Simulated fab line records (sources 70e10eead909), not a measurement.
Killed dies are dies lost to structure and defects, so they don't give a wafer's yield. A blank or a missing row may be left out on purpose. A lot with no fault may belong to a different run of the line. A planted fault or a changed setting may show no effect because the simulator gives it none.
fab line records	flow nand-harc
record: lots: 10	wafers: 30	last-day: 32
route steps=1302 shown A_CHANNEL_HOLE_D1@479 A_CHANNEL_FILL_D1@492 END@1301
lots untouched by any fault: they come from a run of this same line in which no faults occurred
start-h: start of the lot's first displayed wafer, in hours after the record's first day	wait-h: hours elapsed since this lot's preceding step	" repeats the value in the row above	L1.1+2: a row that stands for several wafers	- no value, or no start was given	* or withheld: withheld	< > ~ a bound
route shown NAME@n: a module of which the file shows steps, and the number in the route of the first	usual: mean/standard deviation of fault-free wafers	same: alike in all rows	chamber/n: place in a boat	sites: each site's reading	_std_site: how widely they spread, as a standard deviation	_edge_site: outer sites' mean less inner sites'	radius-mm: how far each site lies from the wafer's centre	mask NAME#n: copy n	behind: the last tool/chamber to shape the wafer	hold: cause of the lot's hold/its duration in hours/its outcome	device: names the non-switching transistor (n, p or np)	end of line: at the end of the route, the tests of the same wafers	where a step has no rows: the recipe by itself	killed: at the first sort, the dies lost to defects and structure; wafer yield is something else	map: dies across one wafer; x = killed, . = not, _ = none there
set.NAME: the setting that was run; set.NAME@STEP: the one run at that earlier step	model.NAME: the simulator's own value behind a step, which no gauge read
a sample of lots followed through the steps of the route, with each step as a table and each wafer as a row
services: a tool's chamber out of use, with start hour (start-h, from the record's first day; less than 0 if before it), hours out, and reason
== steps ==
step: NHARC_A_CHANNEL_HOLE_D1_ETCH_33
recipe: bias-v: 400	source-w: 2000	pressure-mtorr: 25	time-s: 90	ar-flow-sccm: 375	c4f8-flow-sccm: 41.7	o2-flow-sccm: 83.3	temp-c: -20	target-depth-a: 4000	chemistry: C4F8/O2/Ar
usual: drypump-motor-current-A: 5.2/0.53	showerhead-plenum-p-Torr: 3.73/0.037	throttle-valve-pct: 27.620/0.009
same: time-s: 90
lot.wafer	tool	chamber	start-h	wait-h	drypump-motor-current-A	rf-hours-counter-h	showerhead-plenum-p-Torr	throttle-valve-pct
L483.3	har-etch-01	1	190.88	0.2	4.7	-	3.77	27.626
L483.6	"	0	"	"	5.9	-	3.77	27.624
L483.5	"	1	"	"	4.8	-	3.77	27.625
L485.1	har-etch-02	0	204.29	0.2	4.7	302	3.72	27.617
L485.3	"	0	"	"	4.7	-	3.72	27.636
L485.4	"	1	"	"	5.1	-	3.80	27.621
L486.1	har-etch-02	1	220.29	0.2	5.1	317	3.80	27.626
L486.4	"	1	"	"	5.1	-	3.80	27.654
L486.5	"	0	"	"	4.7	-	3.71	27.627
L487.2	har-etch-01	1	228.35	0.2	4.7	114	3.76	27.621
L487.4	"	1	"	"	4.8	-	3.76	27.623
L487.3	"	0	"	"	5.9	-	3.76	27.631
L489.2	har-etch-01	0	243.21	0.2	5.9	122	3.75	27.627
L489.3	"	0	"	"	5.9	-	3.75	27.620
L489.4	"	1	"	"	4.7	-	3.75	27.613
L491.1	har-etch-02	0	270.96	0.2	4.7	344	3.70	27.634
L491.4	"	0	"	"	4.7	-	3.69	27.611
L491.6	"	0	"	"	4.7	-	3.70	27.627
L494.1	har-etch-02	0	294.11	0.3	4.7	363	3.68	27.609
L494.4	"	0	"	"	4.7	-	3.68	27.624
L494.5	"	0	"	"	4.7	-	3.68	27.601
L496.1	har-etch-01	0	314.51	0.2	5.9	164	3.73	27.613
L496.6	"	1	"	"	4.7	-	3.73	27.612
L496.5	"	0	"	"	5.9	-	3.73	27.607
L503.2	har-etch-01	1	386.68	0.2	4.7	206	3.71	27.621
L503.3	"	1	"	"	4.7	-	3.71	27.619
L503.5	"	1	"	"	4.8	-	3.71	27.617
L502.2	har-etch-01	0	390.82	0.2	6.0	210	3.70	27.613
L502.4	"	1	"	"	4.7	-	3.70	27.639
L502.5	"	1	"	"	4.8	-	3.70	27.617
step: NHARC_A_CHANNEL_HOLE_D1_CD_MEAS_30
usual: cd-nm: 90.4/1.4
lot.wafer	tool	chamber	start-h	wait-h	cd-nm
L483.3	cd-sem-03	-	192.34	-	88.3
L483.5	"	-	"	"	89.2
L483.6	"	-	"	"	90.6
L485.1	cd-sem-01	-	205.83	-	87.1
L485.3	"	-	"	"	92.2
L485.4	"	-	"	"	90.3
L486.1	cd-sem-02	-	221.80	-	88.4
L486.4	"	-	"	"	90.1
L486.5	"	-	"	"	90.4
L487.2	cd-sem-03	-	229.90	-	90.7
L487.3	"	-	"	"	89.1
L487.4	"	-	"	"	87.8
L489.2	cd-sem-02	-	244.76	-	92.2
L489.3	"	-	"	"	90.5
L489.4	"	-	"	"	89.4
L491.1	cd-sem-01	-	272.50	-	91.9
L491.4	"	-	"	"	88.8
L491.6	"	-	"	"	92.4
L494.1	cd-sem-02	-	295.89	-	90.3
L494.4	"	-	"	"	89.9
L494.5	"	-	"	"	89.5
L496.1	cd-sem-01	-	316.06	0.1	89.5
L496.5	"	-	"	"	90.2
L496.6	"	-	"	"	90.0
L503.2	cd-sem-03	-	388.20	-	90.8
L503.3	"	-	"	"	90.7
L503.5	"	-	"	"	90.3
L502.2	cd-sem-01	-	392.60	-	90.6
L502.4	"	-	"	"	88.8
L502.5	"	-	"	"	92.4
step: NHARC_A_CHANNEL_FILL_D1_ALD_02
recipe: target-thk-a: 60	pulse-time-s: 10	ald-cycles: 60	temp-c: 300	material: SiO2
usual: ald-cycles: 60/0	heater-power-outer-w: 268/29	heater-power-w: 472/56	precursor-pulse-height-rel: 1.002/0.019
lot.wafer	tool	chamber	start-h	wait-h	ald-cycles	heater-power-outer-w	heater-power-w	precursor-pulse-height-rel
L483.3	ald-hk-01	3	192.93	-	60	230	395	1.012
L483.5	"	0	"	"	60	259	415	1.035
L483.6	"	1	"	"	60	312	546	1.000
L485.3	ald-hk-01	2	206.21	-	60	293	493	0.997
L485.4	"	0	"	"	60	252	424	0.982
L485.1	"	1	"	"	60	317	561	0.997
L486.1	ald-hk-03	2	222.24	-	60	237	407	1.017
L486.4	"	3	"	"	60	318	538	0.987
L486.5	"	1	"	"	60	267	420	1.028
L487.4	ald-hk-01	1	230.36	-	60	323	549	1.011
L487.3	"	2	"	"	60	300	493	0.992
L487.2	"	3	"	"	60	228	407	0.985
L489.2	ald-hk-03	2	245.89	-	60	228	404	0.974
L489.4	"	3	"	"	60	311	534	0.967
L489.3	"	0	"	"	60	302	551	0.979
L491.1	ald-hk-03	0	272.87	-	60	304	574	1.016
L491.4	"	2	"	"	60	237	390	0.982
L491.6	"	1	"	"	60	258	414	1.012
L494.1	ald-hk-04	2	298.70	-	60	267	467	0.976
L494.4	"	1	"	"	60	240	480	1.026
L494.5	"	2	"	"	60	258	485	1.006
L496.1	ald-hk-01	1	316.58	-	60	292	507	0.997
L496.5	"	3	"	"	60	215	395	0.990
L496.6	"	0	"	"	60	254	426	1.011
L503.2	ald-hk-01	3	388.58	-	48	222	404	1.016
L503.3	"	0	"	"	48	255	422	1.011
L503.5	"	0	"	"	48	256	434	0.986
L502.4	ald-hk-01	3	393.06	-	48	225	399	1.000
L502.2	"	0	"	"	48	256	440	1.004
L502.5	"	2	"	"	48	288	494	1.005
step: NHARC_A_CHANNEL_FILL_D1_STRIP_28
recipe: time-s: 20	o2-flow-sccm: 500	ar-flow-sccm: 0	bias-w: 0	chemistry: O2
usual: drypump-motor-current-A: 5.6/0.37	oes-product-au: 0.999/0.015	rf-vpp-V: 57.9/0.92	showerhead-plenum-p-Torr: 3.52/0.1	throttle-valve-pct: 17.036/0.0093
same: time-s: 20
lot.wafer	tool	chamber	start-h	wait-h	drypump-motor-current-A	oes-product-au	rf-hours-counter-h	rf-vpp-V	showerhead-plenum-p-Torr	throttle-valve-pct
L483.3	rie-diel-11	3	217.17	0.1	5.3	0.974	6	59.1	3.44	17.031
L483.6	"	3	"	"	5.3	0.986	-	58.3	3.44	17.020
L483.5	"	0	"	"	5.8	1.012	-	58.3	3.58	17.031
L485.1	rie-diel-02	1	230.41	0.1	6.1	1.006	0	57.9	3.33	17.040
L485.3	"	2	"	"	5.5	1.018	0	59.0	3.67	17.043
L485.4	"	3	"	"	5.8	1.009	0	59.5	3.70	17.042
L486.1	rie-diel-09	3	246.60	0.1	5.5	1.028	4	56.9	3.46	17.036
L486.4	"	0	"	"	6.0	1.012	4	58.7	3.53	17.040
L486.5	"	3	"	"	5.5	1.029	-	56.8	3.46	17.038
L487.3	rie-diel-02	0	255.63	0.1	5.1	0.984	2	58.2	3.44	17.036
L487.2	"	1	"	"	6.1	1.016	2	57.6	3.33	17.040
L487.4	"	3	"	"	5.8	0.991	2	58.1	3.70	17.042
L489.4	rie-diel-11	3	271.35	0.1	5.3	0.984	0	57.2	3.44	17.056
L489.2	"	0	"	"	5.8	1.018	0	57.6	3.57	17.021
L489.3	"	1	"	"	6.1	1.002	0	58.4	3.47	17.043
L491.1	rie-diel-11	1	299.08	0.1	6.1	0.991	1	57.8	3.47	17.026
L491.4	"	2	"	"	5.3	0.981	2	59.1	3.55	17.039
L491.6	"	2	"	"	5.3	0.978	-	57.4	3.55	17.035
L494.1	rie-diel-11	2	323.02	0.1	5.3	0.983	3	57.9	3.55	17.032
L494.5	"	3	"	"	5.3	0.978	-	56.3	3.44	17.028
L494.4	"	0	"	"	5.7	1.005	-	56.5	3.57	17.041
L496.1	rie-diel-11	1	341.00	0.1	6.1	0.999	3	58.1	3.47	17.047
L496.5	"	3	"	"	5.3	0.998	-	56.1	3.44	17.021
L496.6	"	0	"	"	5.8	1.015	-	59.9	3.57	17.032
L503.2	rie-diel-02	0	412.85	0.1	5.1	0.983	1	56.5	3.43	17.045
L503.3	"	2	"	"	5.5	1.010	1	59.9	3.66	17.045
L503.5	"	1	"	"	6.1	0.989	-	58.0	3.32	17.007
L502.4	rie-diel-11	2	417.90	0.1	5.3	0.999	8	60.1	3.55	17.044
L502.2	"	3	"	"	5.3	0.977	8	58.2	3.44	17.046
L502.5	"	2	"	"	5.3	0.994	-	57.4	3.55	17.037
step: NHARC_END_WLT_00
usual: VT_DECK1_BOTTOM: 0.874/0.0072	VT_DECK1_BOTTOM_INNER: 0.874/0.0074	VT_DECK1_MEDIAN_NEAR_BOTTOM: 0.874/0.0069	VT_DECK1_MEDIAN_NEAR_BOTTOM_INNER: 0.875/0.0079	VT_DECK1_MIDDLE: 0.887/0.0062	VT_DECK1_MIDDLE_INNER: 0.886/0.0069	VT_DECK1_TOP: 0.897/0.0069	VT_DECK1_TOP_INNER: 0.897/0.0074	VT_DECK2_BOTTOM: 0.871/0.0096	VT_DECK2_BOTTOM_INNER: 0.871/0.0095	VT_DECK2_MEDIAN_NEAR_BOTTOM: 0.872/0.0097	VT_DECK2_MEDIAN_NEAR_BOTTOM_INNER: 0.872/0.0095	VT_DECK2_MIDDLE: 0.885/0.0086	VT_DECK2_MIDDLE_INNER: 0.883/0.0082	VT_DECK2_TOP: 0.895/0.008	VT_DECK2_TOP_INNER: 0.895/0.0083
lot.wafer	tool	chamber	start-h	wait-h	VT_DECK1_BOTTOM	VT_DECK1_BOTTOM_INNER	VT_DECK1_MEDIAN_NEAR_BOTTOM	VT_DECK1_MEDIAN_NEAR_BOTTOM_INNER	VT_DECK1_MIDDLE	VT_DECK1_MIDDLE_INNER	VT_DECK1_TOP	VT_DECK1_TOP_INNER	VT_DECK2_BOTTOM	VT_DECK2_BOTTOM_INNER	VT_DECK2_MEDIAN_NEAR_BOTTOM	VT_DECK2_MEDIAN_NEAR_BOTTOM_INNER	VT_DECK2_MIDDLE	VT_DECK2_MIDDLE_INNER	VT_DECK2_TOP	VT_DECK2_TOP_INNER
L483.3	prober-01	-	557.52	1.0	0.866	0.874	0.880	0.872	0.886	0.884	0.893	0.909	0.878	0.869	0.870	0.869	0.888	0.883	0.889	0.889
L483.5	"	-	558.52	2.1	0.870	0.864	0.870	0.870	0.886	0.883	0.890	0.898	0.865	0.874	0.868	0.872	0.884	0.880	0.888	0.890
L483.6	"	-	"	"	0.873	0.877	0.880	0.881	0.885	0.892	0.900	0.901	0.859	0.862	0.856	0.859	0.879	0.879	0.897	0.892
L485.1	prober-02	-	567.78	0.1	0.876	0.871	0.870	0.875	0.895	0.894	0.906	0.908	0.863	0.868	0.867	0.874	0.881	0.874	0.883	0.883
L485.3	"	-	568.78	1.1	0.891	0.893	0.889	0.890	0.898	0.905	0.911	0.917	0.860	0.860	0.861	0.855	0.877	0.877	0.887	0.884
L485.4	"	-	"	"	0.882	0.881	0.876	0.888	0.893	0.906	0.906	0.901	0.875	0.854	0.863	0.867	0.875	0.871	0.877	0.887
L486.1	prober-02	-	590.94	0.1	0.857	0.874	0.861	0.865	0.886	0.883	0.892	0.896	0.874	0.884	0.881	0.885	0.899	0.901	0.904	0.896
L486.4	"	-	592.43	1.6	0.874	0.864	0.873	0.875	0.884	0.885	0.895	0.891	0.879	0.883	0.883	0.878	0.893	0.896	0.902	0.910
L486.5	"	-	"	"	0.874	0.878	0.878	0.874	0.883	0.879	0.897	0.895	0.873	0.877	0.875	0.873	0.895	0.894	0.898	0.907
L489.2	prober-01	-	600.75	0.5	0.883	0.883	0.883	0.886	0.883	0.892	0.903	0.904	0.861	0.865	0.864	0.863	0.877	0.881	0.893	0.885
L489.3	"	-	"	"	0.877	0.882	0.881	0.875	0.887	0.896	0.904	0.896	0.870	0.872	0.879	0.874	0.883	0.886	0.900	0.899
L489.4	"	-	"	"	0.875	0.877	0.872	0.887	0.889	0.888	0.894	0.897	0.878	0.869	0.874	0.861	0.887	0.880	0.888	0.904
L487.2	prober-01	-	608.58	2.2	0.885	0.884	0.877	0.888	0.887	0.893	0.902	0.906	0.870	0.878	0.877	0.872	0.895	0.877	0.890	0.900
L487.3	"	-	"	"	0.876	0.880	0.879	0.872	0.894	0.901	0.913	0.909	0.863	0.868	0.862	0.865	0.875	0.880	0.900	0.893
L487.4	"	-	"	"	0.866	0.871	0.875	0.873	0.883	0.887	0.899	0.901	0.866	0.863	0.865	0.861	0.879	0.871	0.887	0.891
L491.1	prober-02	-	638.02	0.1	0.865	0.865	0.867	0.874	0.882	0.876	0.893	0.886	0.866	0.865	0.861	0.865	0.875	0.874	0.889	0.892
L491.4	"	-	639.53	1.6	0.862	0.860	0.861	0.860	0.869	0.877	0.882	0.885	0.866	0.868	0.868	0.864	0.879	0.876	0.894	0.883
L491.6	"	-	640.54	2.6	0.866	0.864	0.867	0.869	0.883	0.877	0.891	0.882	0.871	0.876	0.871	0.876	0.881	0.885	0.891	0.891
L494.1	prober-01	-	681.14	0.0	0.867	0.872	0.869	0.865	0.883	0.882	0.898	0.885	0.862	0.870	0.866	0.876	0.881	0.886	0.895	0.902
L494.4	"	-	682.64	1.5	0.873	0.866	0.857	0.862	0.873	0.883	0.892	0.892	0.877	0.873	0.881	0.885	0.887	0.886	0.901	0.893
L494.5	"	-	"	"	0.864	0.868	0.865	0.875	0.884	0.883	0.885	0.895	0.866	0.878	0.878	0.877	0.887	0.888	0.899	0.896
L496.1	prober-02	-	681.16	0.1	0.873	0.867	0.880	0.862	0.890	0.887	0.896	0.895	0.887	0.888	0.891	0.894	0.893	0.889	0.900	0.890
L496.5	"	-	683.14	2.0	0.876	0.865	0.878	0.880	0.888	0.883	0.903	0.895	0.879	0.874	0.882	0.888	0.894	0.888	0.889	0.898
L496.6	"	-	"	"	0.879	0.879	0.867	0.868	0.886	0.883	0.899	0.894	0.883	0.890	0.878	0.874	0.889	0.891	0.887	0.892
L503.2	prober-01	-	760.73	0.5	0.847	0.858	0.856	0.856	0.855	0.856	0.869	0.870	0.876	0.882	0.883	0.876	0.902	0.896	0.911	0.909
L503.3	"	-	"	"	0.848	0.851	0.856	0.848	0.865	0.863	0.869	0.870	0.874	0.887	0.882	0.873	0.896	0.898	0.917	0.908
L503.5	"	-	762.23	2.0	0.860	0.850	0.847	0.857	0.864	0.864	0.868	0.873	0.865	0.875	0.872	0.876	0.895	0.898	0.909	0.904
L502.2	prober-02	-	762.50	2.3	0.855	0.853	0.859	0.854	0.866	0.860	0.871	0.875	0.870	0.856	0.858	0.860	0.875	0.872	0.886	0.883
L502.4	"	-	"	"	0.846	0.854	0.851	0.851	0.863	0.860	0.868	0.863	0.863	0.872	0.876	0.870	0.881	0.878	0.880	0.889
L502.5	"	-	"	"	0.857	0.861	0.857	0.860	0.865	0.871	0.876	0.870	0.857	0.865	0.865	0.858	0.871	0.867	0.891	0.887
step: NHARC_END_SORT_01
recipe: temp-c: 25
usual: killed-at-array: 56/17	killed-at-other: 1.2/1.4	killed-at-periphery: 4/3.2	killed-dies: 61/16	killed-open: 3.6/2.1	killed-short: 2.7/1.8
same: gross-dies: 677
lot.wafer	tool	chamber	start-h	wait-h	killed-at-array	killed-at-other	killed-at-periphery	killed-dies	killed-open	killed-short
L494.1	prober-01	0	684.13	2.5	74	0	4	78	5	3
L494.4	prober-01	0	686.53	3.4	80	2	3	85	1	3
L494.5	prober-01	0	687.33	3.7	77	0	2	79	4	2
killed by level:class
L494.1 A_SLIT:chamber-film-flake=25 A_CHANNEL_HOLE_D1:chamber-film-flake=21 A_CHANNEL_HOLE_D2:chamber-film-flake=18 A_CHANNEL_FILL_D1:geometric-particle:open=3 P_M1:chamber-film-flake=2 P_CONTACT:geometric-particle:short=1 A_DECK1_JOINT:geometric-particle:short=1 A_STAIRCASE:geometric-particle:open=1
L494.4 A_SLIT:chamber-film-flake=33 A_CHANNEL_HOLE_D1:chamber-film-flake=23 A_CHANNEL_HOLE_D2:chamber-film-flake=13 A_STAIRCASE:chamber-film-flake=3 P_M1:chamber-film-flake=2 A_WL_FILL:chamber-film-flake=2 THIN_TSV:chamber-film-flake=2 A_CHANNEL_FILL_D1:geometric-particle:short=1
L494.5 A_SLIT:chamber-film-flake=36 A_CHANNEL_HOLE_D1:chamber-film-flake=19 A_CHANNEL_HOLE_D2:chamber-film-flake=8 A_CONTACT:chamber-film-flake=6 A_STAIRCASE:chamber-film-flake=2 P_M2:geometric-particle:open=1 A_ONON_D2:geometric-particle:short=1 A_CHANNEL_FILL_D2:geometric-particle:open=1
== services ==
tool	chamber	start-h	hours	kind
rie-diel-11	0	185.52	-	clean
ald-hk-03	-	193.69	0.8	repair
rie-diel-09	1	200.94	6.2	repair
rie-diel-02	0	210.71	9.6	repair
ald-hk-03	-	212.07	10.0	pm
rie-diel-02	-	216.70	9.0	pm
rie-diel-11	2	225.65	1.4	repair
rie-diel-11	3	243.87	2.7	repair
rie-diel-11	3	251.00	7.5	repair
ald-hk-04	-	263.11	10.0	pm
ald-hk-03	-	277.52	0.6	repair
ald-hk-04	-	287.47	0.3	repair
rie-diel-11	1	318.08	14.1	repair
rie-diel-09	-	320.11	9.0	pm
har-etch-02	-	320.28	0.7	repair
rie-diel-11	-	359.85	1.2	repair
har-etch-02	-	379.36	17.0	pm
ald-hk-01	-	381.45	0.9	repair
rie-diel-02	0	387.56	5.6	repair
rie-diel-02	1	393.68	6.2	repair
rie-diel-02	-	393.71	9.0	pm
rie-diel-11	3	400.41	6.8	repair
rie-diel-02	-	404.14	0.4	repair
rie-diel-09	1	412.09	14.7	repair
== key ==
first-sign: step: NHARC_A_CHANNEL_FILL_D1_ALD_02	reading: ald-cycles	direction: down	sigmas: 99+	usual: 60	struck: 48
effect: step: NHARC_END_WLT_00	reading: VT_DECK1_TOP	direction: down	sigmas: 3.9	usual: 0.897	struck: 0.870
met-at NHARC_A_CHANNEL_FILL_D1_ALD_02
struck-lots L502,L503
tester-left-out L502,L503
not-acting-at NHARC_A_CHANNEL_HOLE_D1_ETCH_33,NHARC_A_CHANNEL_HOLE_D1_CD_MEAS_30,NHARC_A_CHANNEL_FILL_D1_STRIP_28
onset-between 316.58 388.58
fault: kind: process-parameter-drift	tool: ald-hk-01	chamber: -	onset-h: 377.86	steps: NHARC_A_CHANNEL_FILL_D1_ALD_02	channel: ald-cycles	offset: -12	shape: step	end-h: 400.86	acts-in: these-recipes-only	stated: 60
tester-left-out: of these lots the tester's yield and bins aren't shown, on N5 and GAA mostly nor the transistor test; their killed dies are dies lost to structure and defects alone, not to doping, threshold or leakage, so they don't give the yield
